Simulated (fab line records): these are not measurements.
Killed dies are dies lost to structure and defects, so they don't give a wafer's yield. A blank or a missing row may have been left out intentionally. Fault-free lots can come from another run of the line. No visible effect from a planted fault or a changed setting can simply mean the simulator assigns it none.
Struck lot and sound lot, side by side + flow nand_harc + 14 steps out of a route of 1159
Sound: these wafers, L834.2, L834.3, L834.5. Wafers L847.3, L847.4, L847.5 were the ones struck. At the end, the cause is stated.
Order at every step that has rows: each side's tool, ch and its chambers, its first start. Under that, the readings that differ: sound wafers + struck wafers + difference of the means + sigmas: that difference in standard deviations of wafers without a fault.
alike: a reading whose means differ by less than 2 such deviations, as well as words and numbers matching on both sides. not compared: withheld readings; readings where some wafer has no value; bounds like >300 that might hide an equal value; numbers whose values overlap and for which the record gives no deviation.
The two part at a step that has a row with sigmas, a row that says differs or no value, or rows on one side only. Numbers that don't overlap but have no deviation are shown without sigmas and don't part them. Lack of a reading on every wafer of one side parts them only where that side has two or more wafers.

NHARC_A_M1_INSPECT_27:
  sound on defect_inspect-02 at day 18 22:29; struck on defect_inspect-01 at day 22 13:55
  alike: raw_defect_count
NHARC_A_M1_PRE_CLEAN_32: time 12 s.
  sound on pecvd-03 ch 1,2, day 18 22:34; struck on pecvd-04 ch 1,2, day 22 14:01
  alike: heater_power_w, rf_fwd_power_W
NHARC_A_M1_DEP_33: deposits SiCN, target thk 30 nm.
  sound on pecvd-03 ch 1,2, day 18 22:41; struck on pecvd-04 ch 1,2, day 22 14:09
  alike: heater_power_w, rf_fwd_power_W
NHARC_A_BONDPAD_DEP_00: deposits SiCN, target thk 250 nm.
  sound on pecvd-02 ch 0,1, day 18 23:11; struck on pecvd-04 ch 0,1,2
  alike: heater_power_w, rf_fwd_power_W
NHARC_A_BONDPAD_CMP_29: polishes SiCN, target thk 200 nm.
  sound on cmp-02 ch 2,3, day 18 23:35; struck on cmp-04 ch 0,1,2, day 22 15:17
  alike: motor_current_A, retaining_ring_pressure_frac, slurry_flow_ml_min
  not compared: pad_life_wafers
NHARC_A_BONDPAD_THK_MEAS_30: measures by ellipsometry.
  sound on film_metro-01 at day 18 23:51; struck on film_metro-01 at day 22 15:31
  alike: thk_nm
then, 5 steps without rows for these wafers: NHARC_A_BONDPAD_SRD_31; NHARC_A_BONDPAD_DEHYDRATE_01 (time 120 s); NHARC_A_BONDPAD_HMDS_02 (time 30 s); NHARC_A_BONDPAD_COAT_33 (time 65 s); NHARC_A_BONDPAD_COAT_03 (resist thk 600 nm).
NHARC_A_BONDPAD_SOFTBAKE_04: time 70 s.
  sound on litho_track-03 ch 0, day 18 23:00; struck on litho_track-03 ch 0, day 22 15:00
| reading                  | sound             | struck            | difference | sigmas |
|--------------------------|-------------------|-------------------|------------|--------|
| heater_power_total_W (W) | 199.7 201.1 202.7 | 226.0 226.5 223.4 | +24.1      | +19    |
then, 1 step without rows for these wafers: NHARC_A_BONDPAD_EBR_05.
NHARC_END_SORT_01:
  the record has rows for the sound wafers here (prober-02 ch 0, day 20 07:55) and none for the struck ones

## WHERE THEY PART
Last at NHARC_END_SORT_01 as far as this record goes, first at NHARC_A_BONDPAD_SOFTBAKE_04.

WHY: what the simulator had put in
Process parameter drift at NHARC_A_BONDPAD_SOFTBAKE_04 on litho_track-03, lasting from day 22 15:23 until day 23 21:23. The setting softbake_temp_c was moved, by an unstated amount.
